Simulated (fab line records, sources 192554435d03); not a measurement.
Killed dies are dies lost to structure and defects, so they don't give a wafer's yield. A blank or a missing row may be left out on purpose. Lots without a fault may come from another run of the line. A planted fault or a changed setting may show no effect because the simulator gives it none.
fab line records | flow n5_finfet
record lots=7 wafers=21
route steps=1938 shown BEOL_M5@1123 BEOL_M6@1199
start_h: hours from the record's first day to the start of the lot's first wafer shown | wait_h: hours since the lot's step before | " the same as in the row above | L1.1+2: a row that stands for several wafers | - no value, or no start given | * or withheld: withheld | < > ~ a bound
route shown NAME@n: a module of which the file shows steps, and the number in the route of the first | usual: mean/standard deviation of fault-free wafers | same: alike in all rows | chamber/n: place in a boat | sites: the reading at each site | _std_site: their standard deviation | _edge_site: outer sites' mean less inner sites' | radius_mm: how far each site lies from the wafer's centre | mask NAME#n: copy n | behind: the tool/chamber that last shaped the wafer | hold: why the lot was held/for how many hours/how that ended | device: the transistor (n, p or np) that didn't switch | end of line: the same wafers' tests at the end of the route | a step without rows: its recipe alone | killed: dies lost to structure and defects at the first sort, not the wafer's yield | map: a wafer's dies, x killed, . not, _ none there
set.NAME: the setting as run; set.NAME@STEP: as run at that earlier step | model.NAME: the simulator's own value behind a step, which no gauge read
lots whose settings were changed on purpose; a table a step, a row a wafer
## steps
# step N5_BEOL_M5_EXPOSE_08
# recipe mask_id=M5 na=0.33 source_shape=annular sigma_inner=0.4 sigma_outer=0.8 polarization=unpolarized target_cd_nm=28 dose_mj=35.75
# columns lot.wafer tool chamber start_h wait_h mask set.dose_mj
L076.2 euv_scanner-01 0 194.44 - M5#0 35.75
L076.4+6 " 0 " " M5#0 37.71
L077.2 euv_scanner-01 0 194.58 - M5#0 36.68
L077.3+5 " 0 " " M5#0 35.75
L078.1 euv_scanner-02 0 200.43 - M5#0 35.75
L078.3+5 " 0 " " M5#0 37.85
L079.3+4+6 euv_scanner-01 0 200.94 - M5#0 35.75
L083.2+6 euv_scanner-02 0 227.25 - M5#0 38.28
L083.3 " 0 " " M5#0 35.75
L093.2 euv_scanner-02 0 292.13 - M5#0 36.94
L093.4+6 " 0 " " M5#0 35.75
L096.2+3+6 euv_scanner-02 0 305.66 - M5#0 35.75
# step N5_BEOL_M5_PEB_09
# recipe peb_temp_c=100 peb_time_s=60 resist=CAR-EUV
# step N5_BEOL_M5_DEVELOP_10
# recipe develop_time_s=30 developer=TMAH resist=CAR-EUV rinse_liquid=surfactant_rinse dry=air_spin dev_temp_c=23
# step N5_BEOL_M5_CD_MEAS_11
# recipe target_cd_nm=27.74 landing_energy_ev=500 detector=se_inlens
# usual cd_nm=28.07/0.25
# columns lot.wafer tool chamber start_h wait_h set.dose_mj@BEOL_M5_EXPOSE_08 cd_nm
L076.2 cd_sem-02 0 194.56 - 35.75 28.30
L076.4 " 0 " " 37.71 29.33
L076.6 " 0 " " 37.71 29.46
L077.2 cd_sem-01 0 194.70 - 36.68 28.48
L077.3 " 0 " " 35.75 27.51
L077.5 " 0 " " 35.75 28.01
L078.1 cd_sem-01 0 200.56 - 35.75 27.91
L078.3 " 0 " " 37.85 28.93
L078.5 " 0 " " 37.85 29.16
L079.3 cd_sem-01 0 201.06 - 35.75 27.61
L079.4 " 0 " " 35.75 27.66
L079.6 " 0 " " 35.75 27.72
L083.2 cd_sem-01 0 227.37 - 38.28 29.64
L083.3 " 0 " " 35.75 27.98
L083.6 " 0 " " 38.28 29.45
L093.2 cd_sem-02 0 292.25 - 36.94 28.88
L093.4 " 0 " " 35.75 27.92
L093.6 " 0 " " 35.75 28.20
L096.2 cd_sem-02 0 305.78 - 35.75 27.95
L096.3 " 0 " " 35.75 28.44
L096.6 " 0 " " 35.75 28.23
# step N5_BEOL_M5_DESCUM_16
# recipe chemistry=O2 time_s=7 source_power_w=50 bias_power_w=20 pressure_mtorr=20 rf_frequency_hz=2.712e+07 temp_c=40 resist=CAR-EUV o2_flow_sccm=225
# columns lot.wafer tool chamber start_h wait_h set.dose_mj@BEOL_M5_EXPOSE_08 model.BEOL_M5.cd_nm
L076.2 rie_diel-02 2 194.69 0.0 35.75 28.2
L076.4+6 " 0 " " 37.71 29.4
L077.2 rie_diel-04 1 194.82 0.0 36.68 28.6
L077.3 " 3 " " 35.75 27.6
L077.5 " 2 " " 35.75 28.2
L078.1 rie_diel-02 2 200.73 0.1 35.75 27.8
L078.3 " 0 " " 37.85 29.2
L078.5 " 2 " " 37.85 29.4
L079.3+4 rie_diel-03 1 201.18 0.0 35.75 28.2
L079.6 " 0 " " 35.75 28
L083.2 rie_diel-03 3 227.49 0.0 38.28 29.8
L083.3 " 2 " " 35.75 28.2
L083.6 " 2 " " 38.28 29.6
L093.2 rie_diel-04 1 292.52 0.2 36.94 29
L093.4 " 0 " " 35.75 28.2
L093.6 " 3 " " 35.75 28
L096.2+3 rie_diel-02 0,3 305.92 0.0 35.75 28
L096.6 " 0 " " 35.75 28.2
# step N5_BEOL_M5_ETCH_72
# recipe chemistry=N2/H2 target=underlayer target_depth_a=65 mask_material=CAR-EUV time_s=5.2 ion_energy_ev=200 pressure_mtorr=30 source_w=840 bias_w=150 n2_flow_sccm=200 h2_flow_sccm=200 ends=cleared
# step N5_BEOL_M5_ETCH_61
# recipe chemistry=CF4 target=SiARC target_depth_a=156 mask_material=CAR-EUV time_s=26 ion_energy_ev=80 pressure_mtorr=40 source_w=545 bias_w=36 Ar_flow_sccm=100 cf4_flow_sccm=100 ends=cleared
# columns lot.wafer tool chamber start_h wait_h set.dose_mj@BEOL_M5_EXPOSE_08 model.BEOL_M5.cd_nm
L076.2 rie_diel-02 2 194.74 0.0 35.75 28.2
L076.4+6 " 0 " " 37.71 29.6
L077.2 rie_diel-04 1 194.87 0.0 36.68 28.8
L077.3 " 3 " " 35.75 27.8
L077.5 " 2 " " 35.75 28.4
L078.1 rie_diel-02 2 200.78 0.0 35.75 28
L078.3 " 0 " " 37.85 29.2
L078.5 " 2 " " 37.85 29.6
L079.3 rie_diel-03 1 201.23 0.0 35.75 28.4
L079.4 " 1 " " 35.75 28.2
L079.6 " 0 " " 35.75 27.8
L083.2 rie_diel-03 3 227.55 0.0 38.28 30
L083.3 " 2 " " 35.75 28.2
L083.6 " 2 " " 38.28 29.6
L093.2 rie_diel-04 1 292.57 0.0 36.94 29.2
L093.4 " 0 " " 35.75 28.4
L093.6 " 3 " " 35.75 28.2
L096.2 rie_diel-02 0 305.97 0.0 35.75 28.2
L096.3 " 3 " " 35.75 28
L096.6 " 0 " " 35.75 28.4
# step N5_BEOL_M5_ETCH_62
# recipe chemistry=N2/H2 target=SOC target_depth_a=750 overetch_a=150 mask_material=SiARC temp_c=40 time_s=112.5 ion_energy_ev=200 pressure_mtorr=30 source_w=840 bias_w=150 n2_flow_sccm=200 h2_flow_sccm=200
# step N5_BEOL_M5_STRIP_63
# recipe chemistry=N2/H2 temp_c=40 n2_flow_sccm=200 h2_flow_sccm=200 rf_frequency_hz=6e+07
# step N5_BEOL_M5_STRIP_73
# recipe chemistry=N2/H2 temp_c=40 n2_flow_sccm=200 h2_flow_sccm=200 rf_frequency_hz=6e+07
# step N5_BEOL_M5_STRIP_64
# recipe chemistry=CF4 resist=SiARC power_w=300 bias_power_w=75 pressure_mtorr=50 cf4_flow_sccm=150 rf_frequency_hz=6e+07
# step N5_BEOL_M5_HM_OPEN_17
# recipe chemistry=Cl2/BCl3 target_depth_a=200 overetch_a=60 target=TiN mask_material=SOC ion_energy_ev=150 pressure_mtorr=10 icp_w=1000 bias_w=126 Cl2_flow_sccm=53.25 bcl3_flow_sccm=21.75 Ar_flow_sccm=25
# columns lot.wafer tool chamber start_h wait_h set.target_thk_a@BEOL_M5_HM_DEP_02 model.etch.depth_nm
L076.2 rie_metal-02 1 194.96 0.1 200 20.17
L076.4 " 1 " " 200 20.25
L076.6 " 1 " " 200 20.31
L077.2 rie_metal-01 0 195.07 0.0 200 20.32
L077.3 " 0 " " 200 20.29
L077.5 " 1 " " 188.6 19.42
L078.1 rie_metal-02 1 200.97 0.0 200 20.17
L078.3 " 1 " " 200 20.23
L078.5 " 1 " " 200 20.05
L079.3 rie_metal-02 1 201.49 0.1 200 20.07
L079.4 " 1 " " 200 20.18
L079.6 " 1 " " 200 20.36
L083.2 rie_metal-03 0 227.74 0.0 200 19.94
L083.3 " 0 " " 200 20.24
L083.6 " 0 " " 200 20.27
L093.2 rie_metal-01 0 292.77 0.0 200 20.52
L093.4 " 0 " " 200 20.3
L093.6 " 1 " " 200 20.31
L096.2 rie_metal-01 0 306.16 0.0 200 19.85
L096.3 " 0 " " 178.4 17.7
L096.6 " 0 " " 178.4 17.75
# step N5_BEOL_M5_STRIP_19
# recipe chemistry=O2 power_w=400 temp_c=40 pressure_mtorr=30 rf_frequency_hz=6e+07 bias_power_w=0 overash_fraction=0.2 o2_flow_sccm=225
# step N5_BEOL_M5_CD_MEAS_18
# recipe pitch_nm=56 target_cd_nm=28
# usual cd_nm=28.2/0.35
# columns lot.wafer tool chamber start_h wait_h set.dose_mj@BEOL_M5_EXPOSE_08 cd_nm
L076.2 cd_sem-02 - 195.21 0.1 35.75 28.0
L076.4 " - " " 37.71 29.3
L076.6 " - " " 37.71 29.1
L077.2 cd_sem-02 - 195.25 0.1 36.68 28.7
L077.3 " - " " 35.75 27.5
L077.5 " - " " 35.75 28.1
L078.1 cd_sem-02 - 201.24 0.0 35.75 27.9
L078.3 " - " " 37.85 29.2
L078.5 " - " " 37.85 29.2
L079.3 cd_sem-02 - 201.85 0.1 35.75 28.6
L079.4 " - " " 35.75 28.2
L079.6 " - " " 35.75 28.3
L083.2 cd_sem-01 - 227.92 0.1 38.28 30.3
L083.3 " - " " 35.75 28.4
L083.6 " - " " 38.28 29.7
L093.2 cd_sem-02 - 292.98 0.1 36.94 28.7
L093.4 " - " " 35.75 28.0
L093.6 " - " " 35.75 28.1
L096.2 cd_sem-03 - 306.37 0.1 35.75 28.2
L096.3 " - " " 35.75 27.8
L096.6 " - " " 35.75 28.4
# step N5_BEOL_M5_COAT_65
# recipe resist=SOC temp_c=250 time_s=60 spin_rpm=1500 resist_thk_nm=60
# step N5_BEOL_M5_COAT_66
# recipe resist=SiARC temp_c=220 time_s=60 spin_rpm=1500 resist_thk_nm=12
# step N5_BEOL_M5_ETCH_75
# recipe chemistry=N2/H2 target=underlayer target_depth_a=65 mask_material=CAR-EUV time_s=5.2 ion_energy_ev=200 pressure_mtorr=30 source_w=840 bias_w=150 n2_flow_sccm=200 h2_flow_sccm=200 ends=cleared
# step N5_BEOL_M5_ETCH_67
# recipe chemistry=CF4 target=SiARC target_depth_a=156 mask_material=CAR-EUV time_s=26 ion_energy_ev=80 pressure_mtorr=40 source_w=545 bias_w=36 Ar_flow_sccm=100 cf4_flow_sccm=100 ends=cleared
# step N5_BEOL_M5_ETCH_68
# recipe chemistry=N2/H2 target=SOC target_depth_a=800 overetch_a=160 mask_material=SiARC temp_c=40 time_s=120 ion_energy_ev=200 pressure_mtorr=30 source_w=840 bias_w=150 n2_flow_sccm=200 h2_flow_sccm=200
# columns lot.wafer tool chamber start_h wait_h set.dose_mj@BEOL_M5_EXPOSE_08 model.BEOL_M5.cd_nm
L076.2 rie_diel-03 2 195.73 0.0 35.75 28.6
L076.4+6 " 1,2 " " 37.71 29.8
L077.2 rie_diel-04 0 195.78 0.0 36.68 28.8
L077.3 " 1 " " 35.75 27.6
L077.5 " 0 " " 35.75 28
L078.1 rie_diel-04 2 202.14 0.0 35.75 28.4
L078.3 " 1 " " 37.85 29.6
L078.5 " 2 " " 37.85 30.2
L079.3 rie_diel-03 2 205.73 0.0 35.75 28.8
L079.4+6 " 0,2 " " 35.75 28.2
L083.2 rie_diel-04 1 228.59 0.0 38.28 30.6
L083.3 " 3 " " 35.75 28.6
L083.6 " 1 " " 38.28 30.2
L093.2 rie_diel-04 1 296.87 0.0 36.94 29
L093.4 " 0 " " 35.75 27.8
L093.6 " 1 " " 35.75 28.4
L096.2 rie_diel-04 1 308.12 0.0 35.75 28.6
L096.3 " 3 " " 35.75 27.6
L096.6 " 3 " " 35.75 28.2
# step N5_BEOL_M5_STRIP_69
# recipe chemistry=N2/H2 temp_c=40 n2_flow_sccm=200 h2_flow_sccm=200 rf_frequency_hz=6e+07
# step N5_BEOL_M5_STRIP_76
# recipe chemistry=N2/H2 temp_c=40 n2_flow_sccm=200 h2_flow_sccm=200 rf_frequency_hz=6e+07
# step N5_BEOL_M5_STRIP_85
# recipe chemistry=C4F6/O2 resist=SiARC rf_frequency_hz=6e+07
# step N5_BEOL_M5_STRIP_36
# recipe chemistry=N2/H2 power_w=450 temp_c=40 pressure_mtorr=20 rf_frequency_hz=6e+07 overash_fraction=0.3 bias_power_w=7 h2_frac=0.5 n2_flow_sccm=200 h2_flow_sccm=200
# step N5_BEOL_M5_TRENCH_ETCH_37
# recipe chemistry=C4F6/O2 target_depth_a=716.52 target=SiCOH_lowk time_s=24.7 ion_energy_ev=250 pressure_mtorr=30 source_w=345 bias_w=185 Ar_flow_sccm=300 C4F6_flow_sccm=10 O2_flow_sccm=10
# columns lot.wafer tool chamber start_h wait_h set.target_thk_a@BEOL_M5_HM_DEP_02 set.dose_mj@BEOL_M5_EXPOSE_08 model.BEOL_M5.cd_nm model.TiN_of_BEOL_M5_HM_DEP_02.thk_nm
L076.2 rie_diel-03 2 - - 200 35.75 28.2 18
L076.4 " 1 " " 200 37.71 29.6 18.2
L076.6 " 2 " " 200 37.71 29.4 18.2
L077.2 rie_diel-04 0 - - 200 36.68 28.6 18.2
L077.3 " 1 " " 200 35.75 27.6 18.2
L077.5 " 0 " " 188.6 35.75 28.2 17.2
L078.1 rie_diel-04 2 - - 200 35.75 28 18
L078.3 " 1 " " 200 37.85 29.2 18.2
L078.5 " 2 " " 200 37.85 29.6 18
L079.3 rie_diel-03 2 - - 200 35.75 28.6 18
L079.4 " 0 " " 200 35.75 28.4 18
L079.6 " 2 " " 200 35.75 28.4 18.2
L083.2 rie_diel-04 1 - - 200 38.28 30.2 17.8
L083.3 " 3 " " 200 35.75 28.2 18.2
L083.6 " 1 " " 200 38.28 29.8 18.2
L093.2 rie_diel-04 1 - - 200 36.94 29 18.4
L093.4 " 0 " " 200 35.75 28 18.2
L093.6 " 1 " " 200 35.75 28.2 18.2
L096.2 rie_diel-04 1 - - 200 35.75 28.4 17.8
L096.3 " 3 " " 178.4 35.75 27.6 15.6
L096.6 " 3 " " 178.4 35.75 28.4 15.6
# step N5_BEOL_M5_ETCH_41
# recipe chemistry=CH3F/O2 target=SiCN target_depth_a=315 taper_deg=2 time_s=56.7 ion_energy_ev=120 mask_material=TiN pressure_mtorr=30 source_w=395 bias_w=75 Ar_flow_sccm=150 CH3F_flow_sccm=30 O2_flow_sccm=20
# step N5_BEOL_M5_STRIP_91
# recipe chemistry=N2/H2 time_s=10 power_w=450 temp_c=40 pressure_mtorr=20 rf_frequency_hz=6e+07 bias_power_w=7 n2_flow_sccm=200 h2_flow_sccm=200
# step N5_BEOL_M5_PRECLEAN_42
# recipe chemistry=residue_remover time_s=60 temp_c=40
# step N5_BEOL_M5_SRD_43
# recipe time_s=30 temp_c=23 rinse_liquid=diw dry=ipa_marangoni
# step N5_BEOL_M5_CD_MEAS_35
# recipe target_cd_nm=28 target_cd_y_nm=24 polarity=opening
# usual cd_nm=28.2/0.36
# columns lot.wafer tool chamber start_h wait_h set.dose_mj@BEOL_M5_EXPOSE_08 cd_nm
L076.2 cd_sem-02 - 196.22 0.0 35.75 28.0
L076.4 " - " " 37.71 29.1
L076.6 " - " " 37.71 29.5
L077.2 cd_sem-01 - 196.28 0.0 36.68 28.8
L077.3 " - " " 35.75 27.6
L077.5 " - " " 35.75 28.4
L078.1 cd_sem-03 - 202.63 0.0 35.75 27.7
L078.3 " - " " 37.85 29.0
L078.5 " - " " 37.85 29.5
L079.3 cd_sem-02 - 206.22 0.0 35.75 28.8
L079.4 " - " " 35.75 28.6
L079.6 " - " " 35.75 28.3
L083.2 cd_sem-02 - 229.09 0.0 38.28 30.0
L083.3 " - " " 35.75 28.3
L083.6 " - " " 38.28 29.8
L093.2 cd_sem-02 - 297.36 0.0 36.94 28.8
L093.4 " - " " 35.75 28.3
L093.6 " - " " 35.75 27.8
L096.2 cd_sem-03 - 308.62 0.0 35.75 28.4
L096.3 " - " " 35.75 27.7
L096.6 " - " " 35.75 27.9
# step N5_BEOL_M6_COAT_59
# recipe resist=SOC temp_c=250 time_s=60 spin_rpm=1500 resist_thk_nm=100
# columns lot.wafer tool chamber start_h wait_h set.spin_rpm model.SOC_of_BEOL_M6_COAT_59.thk_nm
L076.2 litho_track-02 0 205.74 0.1 1500 100.2
L076.4 " 0 " " 1427 102.6
L076.6 " 0 " " 1500 100
L077.2+5 litho_track-01 0 205.84 0.1 1500 100.2
L077.3 " 0 " " 1500 100
L078.1 litho_track-04 0 212.10 0.1 1626 96
L078.3 " 0 " " 1500 99.6
L078.5 " 0 " " 1626 95.8
L079.3 litho_track-02 0 214.62 0.1 1500 100
L079.4 " 0 " " 1500 99.6
L079.6 " 0 " " 1500 99.4
L083.2+6 litho_track-01 0 236.87 0.1 1500 100
L083.3 " 0 " " 1500 100.2
L093.2+4 litho_track-01 0 305.41 0.1 1500 100.2
L093.6 " 0 " " 1576 97.8
L096.2+6 litho_track-01 0 317.69 0.1 1652 95.2
L096.3 " 0 " " 1652 95.4
## key
split step=N5_BEOL_M5_EXPOSE_08 setting=dose_mj stated=35.75 by=wafer
response step=N5_BEOL_M5_CD_MEAS_11 reading=cd_nm change=+0.214 per=1% r=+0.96
response step=N5_BEOL_M5_DESCUM_16 reading=model.BEOL_M5.cd_nm change=+0.233 per=1% r=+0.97
response step=N5_BEOL_M5_ETCH_61 reading=model.BEOL_M5.cd_nm change=+0.242 per=1% r=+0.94
response step=N5_BEOL_M5_CD_MEAS_18 reading=cd_nm change=+0.226 per=1% r=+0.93
response step=N5_BEOL_M5_ETCH_68 reading=model.BEOL_M5.cd_nm change=+0.255 per=1% r=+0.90
response step=N5_BEOL_M5_TRENCH_ETCH_37 reading=model.BEOL_M5.cd_nm change=+0.248 per=1% r=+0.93
response step=N5_BEOL_M5_CD_MEAS_35 reading=cd_nm change=+0.24 per=1% r=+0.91
split step=N5_BEOL_M6_COAT_59 setting=spin_rpm stated=1500 by=wafer
response step=N5_BEOL_M6_COAT_59 reading=model.SOC_of_BEOL_M6_COAT_59.thk_nm change=-0.462 per=1% r=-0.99
split outside_this_file step=N5_BEOL_M5_HM_DEP_02 setting=target_thk_a
# split outside_this_file: this setting was split too, and the file shows its column; the key of that split is in another file
